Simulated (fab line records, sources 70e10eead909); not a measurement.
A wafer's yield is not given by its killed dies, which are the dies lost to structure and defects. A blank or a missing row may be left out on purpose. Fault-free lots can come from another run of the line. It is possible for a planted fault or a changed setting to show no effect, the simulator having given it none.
fab line records    flow nand-harc    part 1 of 2: steps 1 to 41 of 42
record lots=6  wafers=18  last-day=32
route steps=1302 shown HYBRID_BOND@1238 THIN_TSV@1244 END@1302
lots that met no fault: from a run of the same line without faults
start-h: hours from the record's opening day to when the first of the lot's shown wafers began    wait-h: how many hours have passed since the lot's step before this one    " same as the row above    L1.1+2: one row covering several wafers at once    - no value present, or no start provided    * or withheld: withheld    < > ~ a bound
route shown NAME@n: NAME is a module with steps in the file, n the number in the route of the first one    usual: mean/standard deviation taken from wafers without a fault    same: alike in all rows    chamber/n: place in a boat    sites: the reading at each site    _std_site: how widely they spread, as a standard deviation    _edge_site: inner sites' mean taken away from outer sites' mean    radius-mm: for every site, how far away it sits from the centre of the wafer    mask NAME#n: copy n    behind: the tool/chamber that last shaped the wafer    hold: what put the lot on hold/how long, in hours/how the hold closed    device: which transistor (n, p or np) failed to switch    end of line: tests of these same wafers at the route's end    for a step that has no rows: nothing shown but its recipe    killed: dies lost to structure and defects at the first sort, not the wafer's yield    map: a wafer's dies, marking killed ones x, the rest . and places with no die _
set.NAME: the setting as run; set.NAME@STEP: as run at that earlier step    model.NAME: the simulator's own value behind a step, which no gauge read
lots at selected steps of the route; one table per step, one row per wafer
services: from which hour (start-h, from the record's first day; less than 0 if before it) a tool's chamber was out of use, for how many hours, and why
## steps
# step NHARC_HYBRID_BOND_PRECLEAN_01
# recipe time-s=300  temp-c=23  chemistry=DIW
# step NHARC_HYBRID_BOND_SRD_02
# recipe time-s=30  temp-c=23  dry-time-s=20  spin-rpm=1500
# step NHARC_HYBRID_BOND_BOND_03
# recipe temp-c=25
# step NHARC_HYBRID_BOND_ANNEAL_04
# recipe temp-c=300  time-s=7200  ramp-up-c-per-min=5  ramp-down-c-per-min=3  idle-temp-c=100  pressure-atm=1
# step NHARC_HYBRID_BOND_OVL_MEAS_05
# usual overlay-x-nm=1/32  overlay-y-nm=0/33
lot.wafer  tool        chamber  start-h  wait-h  overlay-x-nm  overlay-y-nm
L739.1     overlay-02  -        541.54   0.4     -12           -30
L739.2     "           -        "        "       5             28
L739.5     "           -        "        "       42            -28
L742.2     overlay-02  -        570.48   0.4     -31           -48
L742.3     "           -        "        "       31            10
L742.4     "           -        "        "       34            20
L749.3     overlay-02  -        640.78   0.4     -36           35
L749.5     "           -        "        "       -39           19
L749.6     "           -        "        "       -3            52
L755.2     overlay-01  -        714.87   0.4     27            14
L755.3     "           -        "        "       66            -10
L755.4     "           -        "        "       -35           17
L757.1     overlay-02  -        734.27   0.4     -50           -31
L757.4     "           -        "        "       8             -20
L757.6     "           -        "        "       -20           -35
L760.1     overlay-02  -        753.00   0.4     -36           14
L760.2     "           -        "        "       -38           64
L760.4     "           -        "        "       -41           41
# step NHARC_HYBRID_BOND_INSPECT_06
# recipe inspect-instrument=ir-void
# usual raw-defect-count=88/43
lot.wafer  tool               chamber  start-h  wait-h  raw-defect-count
L739.1     defect-inspect-02  -        541.59   0.0     96
L739.2     "                  -        "        "       108
L739.5     "                  -        "        "       96
L742.2     defect-inspect-02  -        570.54   0.1     62
L742.3     "                  -        "        "       55
L742.4     "                  -        "        "       56
L749.3     defect-inspect-01  -        640.84   0.1     36
L749.5     "                  -        "        "       28
L749.6     "                  -        "        "       25
L755.2     defect-inspect-02  -        714.92   0.1     39
L755.3     "                  -        "        "       43
L755.4     "                  -        "        "       30
L757.1     defect-inspect-02  -        734.32   0.0     173
L757.4     "                  -        "        "       158
L757.6     "                  -        "        "       139
L760.1     defect-inspect-01  -        753.05   0.0     94
L760.2     "                  -        "        "       87
L760.4     "                  -        "        "       80
# step NHARC_THIN_TSV_GRIND_00
# recipe target-thk-um=6
# step NHARC_THIN_TSV_CMP_01
# recipe target-thk-um=3
# usual edge-zone-pressure-frac=1.000/0.005  motor-current-A=11.9/0.71
lot.wafer  tool    chamber  start-h  wait-h  edge-zone-pressure-frac  motor-current-A
L739.1     cmp-01  1        543.16   1.0     0.998                    12.4
L739.2     "       2        "        "       0.996                    11.3
L739.5     "       1        "        "       1.005                    12.0
L742.3     cmp-01  1        571.92   0.6     0.992                    11.8
L742.2     "       2        "        "       0.995                    12.2
L742.4     "       0        "        "       1.002                    12.7
L749.3     cmp-01  0        643.42   0.6     0.993                    12.4
L749.6     "       0        "        "       1.001                    12.6
L749.5     "       1        "        "       0.999                    11.2
L755.2     cmp-01  0        716.29   0.8     1.003                    12.0
L755.3     "       2        "        "       1.007                    11.6
L755.4     "       3        "        "       1.001                    11.4
L757.1     cmp-02  3        735.75   1.1     1.008                    13.7
L757.4     "       0        "        "       0.997                    13.0
L757.6     "       1        "        "       1.003                    11.3
L760.2     cmp-03  2        754.45   0.8     0.996                    12.6
L760.1     "       3        "        "       1.004                    11.7
L760.4     "       0        "        "       0.998                    11.9
# step NHARC_THIN_TSV_THK_MEAS_02
# recipe thk-meas-gauge=ir
# usual thk-nm=3003/210
lot.wafer  tool           chamber  start-h  wait-h  thk-nm
L739.1     film-metro-01  -        543.42   -       3043
L739.2     "              -        "        "       2916
L739.5     "              -        "        "       2676
L742.2     film-metro-02  -        572.18   0.2     3092
L742.3     "              -        "        "       2890
L742.4     "              -        "        "       2952
L749.3     film-metro-02  -        643.69   0.2     3171
L749.5     "              -        "        "       3204
L749.6     "              -        "        "       3000
L755.2     film-metro-02  -        716.56   0.2     3084
L755.3     "              -        "        "       3060
L755.4     "              -        "        "       3159
L757.1     film-metro-02  -        735.96   -       2924
L757.4     "              -        "        "       2675
L757.6     "              -        "        "       3012
L760.1     film-metro-02  -        754.72   -       2922
L760.2     "              -        "        "       2993
L760.4     "              -        "        "       2986
# step NHARC_THIN_TSV_SRD_03
# step NHARC_THIN_TSV_PRECLEAN_41
# recipe time-s=*  temp-c=50  bath-age-min=0  chemistry=SC1
# step NHARC_THIN_TSV_SRD_42
# step NHARC_THIN_TSV_DEP_43
# recipe target-thk-a=13285  temp-c=withheld  pressure-torr=6.5  rf-w=900  teos-flow-sccm=161.4  flow-sccm=2650  target-thk-nm=1328.5  gas=O2  material=SiO2
# usual chamber-pressure-Torr=6.502/0.013  rf-fwd-power-W=897.2/2.9  throttle-valve-pct=15.8/0.44
lot.wafer  tool      chamber  start-h  wait-h  chamber-pressure-Torr  rf-fwd-power-W  throttle-valve-pct
L739.1     pecvd-03  0        543.64   -       6.517                  894.9           16.3
L739.2     "         2        "        "       6.489                  896.8           15.6
L739.5     "         1        "        "       6.508                  893.8           15.5
L742.3     pecvd-04  2        572.40   -       6.523                  895.9           15.9
L742.2     "         1        "        "       6.521                  906.1           15.9
L742.4     "         0        "        "       6.492                  894.2           15.6
L749.3     pecvd-02  2        644.00   -       6.502                  895.0           16.5
L749.6     "         0        "        "       6.517                  895.7           16.1
L749.5     "         1        "        "       6.511                  895.0           15.4
L755.2     pecvd-04  2        716.78   -       6.492                  895.3           15.6
L755.3     "         1        "        "       6.502                  901.2           15.8
L755.4     "         2        "        "       6.517                  895.8           15.6
L757.1     pecvd-02  0        736.23   -       6.498                  901.5           16.4
L757.6     "         2        "        "       6.483                  895.1           16.4
L757.4     "         1        "        "       6.524                  890.4           15.5
L760.1     pecvd-02  0        754.99   -       6.483                  897.0           16.4
L760.2     "         1        "        "       6.498                  891.8           15.7
L760.4     "         0        "        "       6.472                  895.7           16.4
# step NHARC_THIN_TSV_DEHYDRATE_04
# recipe temp-c=150  time-s=120
# step NHARC_THIN_TSV_HMDS_05
# recipe time-s=30
# step NHARC_THIN_TSV_COAT_06
# recipe spin-rpm=*
# step NHARC_THIN_TSV_SOFTBAKE_07
# recipe temp-c=122  time-s=95
# step NHARC_THIN_TSV_EBR_08
# step NHARC_THIN_TSV_EXPOSE_09
# recipe na=0.55  dose-mj=30.7  mask-id=TSV
# step NHARC_THIN_TSV_PEB_10
# recipe peb-temp-c=118  peb-time-s=85
# step NHARC_THIN_TSV_DEVELOP_11
# recipe time-s=70
# step NHARC_THIN_TSV_CD_MEAS_12
# recipe target-cd-nm=1000  landing-energy-ev=500
# usual cd-nm=1000.7/1.8
lot.wafer  tool       chamber  start-h  wait-h  cd-nm
L739.1     cd-sem-01  0        544.47   -       998.4
L739.2     "          0        "        "       997.9
L739.5     "          0        "        "       1000.7
L742.2     cd-sem-01  0        573.23   -       1005.2
L742.3     "          0        "        "       1000.7
L742.4     "          0        "        "       1002.9
L749.3     cd-sem-01  0        644.74   -       1000.7
L749.5     "          0        "        "       1000.9
L749.6     "          0        "        "       1000.0
L755.2     cd-sem-03  0        717.61   -       1000.6
L755.3     "          0        "        "       1000.2
L755.4     "          0        "        "       1002.5
L757.1     cd-sem-01  0        736.89   -       999.6
L757.4     "          0        "        "       1001.3
L757.6     "          0        "        "       1002.8
L760.1     cd-sem-01  0        755.65   -       1003.0
L760.2     "          0        "        "       1003.7
L760.4     "          0        "        "       1001.8
# step NHARC_THIN_TSV_HARDBAKE_13
# recipe temp-c=125  time-s=80
# step NHARC_THIN_TSV_DESCUM_14
# recipe time-s=3  o2-flow-sccm=200  ar-flow-sccm=0  bias-power-w=0  chemistry=O2
# step NHARC_THIN_TSV_ETCH_44
# recipe target-depth-a=15942  time-s=797.1  cf4-flow-sccm=150  o2-flow-sccm=10  ar-flow-sccm=0  rf-w=300  bias-w=800  chemistry=CF4/O2
# usual drypump-motor-current-A=5.7/0.45  o2-flow-sccm=10.00/0.031  oes-product-au=1.001/0.01  rf-fwd-power-W=299.6/0.87  rf-vpp-V=792/3.8  showerhead-plenum-p-Torr=1.79/0.061  throttle-valve-pct=16.914/0.0091
lot.wafer  tool         chamber  start-h  wait-h  drypump-motor-current-A  o2-flow-sccm  oes-product-au  rf-fwd-power-W  rf-hours-counter-h  rf-vpp-V  showerhead-plenum-p-Torr  throttle-valve-pct
L739.2     rie-diel-07  3        544.72   0.1     5.0                      9.95          0.995           299.5           3.6                 788       1.73                      16.925
L739.1     "            2        "        "       5.7                      9.98          0.993           300.5           2.8                 792       1.81                      16.923
L739.5     "            0        "        "       5.3                      10.04         1.008           300.6           -                   788       1.73                      16.918
L742.3     rie-diel-11  0        573.48   0.1     6.5                      9.92          0.975           300.7           7.2                 801       1.92                      16.902
L742.2     "            1        "        "       5.1                      10.06         1.004           299.8           7.3                 790       1.76                      16.903
L742.4     "            3        "        "       5.4                      9.95          1.003           301.0           6.6                 790       1.77                      16.905
L749.3     rie-diel-07  1        645.03   0.1     6.4                      10.03         0.990           299.2           8.0                 790       1.75                      16.887
L749.6     "            0        "        "       5.4                      10.03         1.008           300.2           -                   788       1.73                      16.912
L749.5     "            1        "        "       6.3                      10.00         1.001           299.6           -                   789       1.75                      16.904
L755.3     rie-diel-07  1        717.85   0.1     6.3                      10.03         0.992           299.7           4.7                 789       1.74                      16.908
L755.2     "            3        "        "       5.0                      10.03         1.005           300.0           4.1                 789       1.72                      16.925
L755.4     "            0        "        "       5.3                      9.99          1.012           300.0           3.8                 788       1.73                      16.912
L757.1     rie-diel-11  3        737.24   0.2     5.3                      10.00         0.996           299.7           5.0                 790       1.77                      16.928
L757.4     "            0        "        "       6.5                      10.07         0.990           300.4           5.2                 800       1.92                      16.913
L757.6     "            2        "        "       5.9                      10.01         1.001           299.8           -                   787       1.73                      16.916
L760.2     rie-diel-11  2        755.91   0.1     5.8                      10.01         0.996           298.9           7.3                 788       1.73                      16.901
L760.1     "            3        "        "       5.4                      9.97          0.993           299.8           6.8                 790       1.77                      16.916
L760.4     "            0        "        "       6.5                      10.00         0.986           298.0           6.8                 799       1.92                      16.919
# step NHARC_THIN_TSV_ETCH_15
# recipe target-depth-a=30000  bosch-target-overetch-cycles=2  bosch-etch-step-s=2.8  bosch-dep-step-s=1.2  bosch-cycles=14
# step NHARC_THIN_TSV_CD_MEAS_16
# usual cd-nm=1000.9/2
lot.wafer  tool       chamber  start-h  wait-h  cd-nm
L739.1     cd-sem-02  -        545.43   0.1     998.5
L739.2     "          -        "        "       996.4
L739.5     "          -        "        "       999.9
L742.2     cd-sem-02  -        574.19   0.1     1005.1
L742.3     "          -        "        "       999.9
L742.4     "          -        "        "       1002.7
L749.3     cd-sem-01  -        645.70   0.1     999.7
L749.5     "          -        "        "       1000.4
L749.6     "          -        "        "       999.2
L755.2     cd-sem-01  -        718.57   0.1     999.6
L755.3     "          -        "        "       999.1
L755.4     "          -        "        "       1002.6
L757.1     cd-sem-03  -        737.84   0.1     1000.3
L757.4     "          -        "        "       1000.7
L757.6     "          -        "        "       1002.2
L760.1     cd-sem-01  -        756.63   0.1     1001.8
L760.2     "          -        "        "       1004.2
L760.4     "          -        "        "       1002.4
# step NHARC_THIN_TSV_STRIP_45
# recipe power-w=1500  temp-c=250  chemistry=O2
# usual drypump-motor-current-A=5.71/0.27  heater-power-w=333/9.2  temp-c=249.97/0.18
lot.wafer  tool             chamber  start-h  wait-h  drypump-motor-current-A  heater-power-w  rf-hours-counter-h  temp-c
L739.2     plasma-asher-01  0        545.50   0.1     5.53                     341             3                   249.93
L739.1     "                1        "        "       5.97                     344             3                   249.99
L739.5     "                0        "        "       5.52                     334             -                   250.20
L742.2     plasma-asher-02  0        574.26   0.1     5.40                     334             30                  249.92
L742.4     "                0        "        "       5.39                     341             -                   249.94
L742.3     "                1        "        "       5.98                     318             -                   250.05
L749.3     plasma-asher-01  0        645.98   0.3     5.53                     346             -                   250.05
L749.5     "                0        "        "       5.51                     351             -                   250.05
L749.6     "                1        "        "       6.00                     348             -                   249.86
L755.2     plasma-asher-01  0        718.64   0.1     5.51                     336             3                   249.98
L755.3     "                0        "        "       5.51                     329             -                   249.95
L755.4     "                1        "        "       5.97                     339             -                   250.10
L757.1     plasma-asher-01  1        737.91   0.1     5.97                     344             6                   249.78
L757.4     "                0        "        "       5.49                     336             -                   249.98
L757.6     "                0        "        "       5.47                     336             -                   250.15
L760.2     plasma-asher-01  1        756.75   0.1     5.97                     343             10                  249.92
L760.1     "                0        "        "       5.53                     331             10                  250.16
L760.4     "                1        "        "       5.98                     337             -                   250.21
# step NHARC_THIN_TSV_STRIP_46
# recipe time-s=1200  temp-c=72.5  chemistry=post-etch-residue-remover
# step NHARC_THIN_TSV_DEP_47
# recipe target-thk-a=2000  temp-c=withheld  pressure-torr=6.5  rf-w=900  teos-flow-sccm=161.4  flow-sccm=2650  target-thk-nm=200  gas=O2  material=SiO2
# step NHARC_THIN_TSV_ETCHBACK_48
# recipe target-depth-a=10285  over-etch-frac=0.3  time-s=405.17  ion-energy-ev=250  c4f8-flow-sccm=withheld  ar-flow-sccm=withheld  rf-w=600  bias-w=300  chemistry=C4F8/Ar
# step NHARC_THIN_TSV_STRIP_62
# recipe power-w=1500  temp-c=250  time-s=20  chemistry=N2/H2
# step NHARC_THIN_TSV_DEGAS_49
# recipe temp-c=300  time-s=120
# step NHARC_THIN_TSV_PRE_CLEAN_50
# recipe time-s=30  temp-c=280  gas=H2/He
# usual heater-power-w=398/36
lot.wafer  tool            chamber  start-h  wait-h  heater-power-w
L739.1     pvd-sputter-02  -        -        -       442
L739.2     "               -        "        "       382
L739.5     "               -        "        "       438
L742.3     pvd-sputter-03  -        -        -       378
L742.4     "               -        "        "       363
L742.2     "               -        "        "       431
L749.3     pvd-sputter-01  -        -        -       355
L749.5     "               -        "        "       396
L749.6     "               -        "        "       354
L755.2     pvd-sputter-03  -        -        -       466
L755.4     "               -        "        "       369
L755.3     "               -        "        "       340
L757.1     pvd-sputter-01  -        -        -       431
L757.4     "               -        "        "       371
L757.6     "               -        "        "       433
L760.4     pvd-sputter-03  -        -        -       338
L760.2     "               -        "        "       468
L760.1     "               -        "        "       359
# step NHARC_THIN_TSV_PVD_19
# recipe target-thk-a=200  chamber-pressure-pa=5  material=TaN
# step NHARC_THIN_TSV_PVD_51
# recipe target-thk-a=1000  chamber-pressure-pa=5  material=Cu
# step NHARC_THIN_TSV_ECD_20
# recipe target-thk-a=20000  material=Cu
# step NHARC_THIN_TSV_ANNEAL_52
# recipe temp-c=225  time-s=90
# step NHARC_THIN_TSV_CMP_21
# recipe t-overpolish-s=30  target-thk-nm=2000
# usual edge-zone-pressure-frac=0.999/0.0045  motor-current-A=12.1/0.84  overpolish-run-s=30.000/0.0098
lot.wafer  tool    chamber  start-h  wait-h  edge-zone-pressure-frac  motor-current-A  overpolish-run-s
L739.1     cmp-03  2        548.76   -       1.002                    12.4             29.994
L739.2     "       1        "        "       0.994                    10.3             30.008
L739.5     "       3        "        "       0.999                    11.6             29.997
L742.3     cmp-01  3        577.59   -       0.999                    11.3             29.999
L742.2     "       0        "        "       1.000                    12.4             29.996
L742.4     "       1        "        "       0.994                    11.7             30.012
L749.3     cmp-03  1        649.20   -       1.004                    10.5             29.993
L749.5     "       0        "        "       1.003                    11.7             30.016
L749.6     "       1        "        "       0.998                    10.7             29.998
L755.2     cmp-02  0        721.90   -       0.994                    13.0             30.003
L755.4     "       1        "        "       0.994                    11.6             29.992
L755.3     "       3        "        "       0.999                    13.4             30.010
L757.1     cmp-03  3        741.23   -       1.006                    12.2             30.006
L757.4     "       1        "        "       0.995                    11.0             29.985
L757.6     "       3        "        "       1.010                    12.1             30.001
L760.1     cmp-02  1        760.10   -       1.001                    11.3             30.009
L760.4     "       2        "        "       1.003                    11.7             30.004
L760.2     "       3        "        "       0.998                    13.2             29.995
# step NHARC_THIN_TSV_SRD_23
# step NHARC_THIN_TSV_DEGAS_53
# recipe temp-c=300  time-s=60
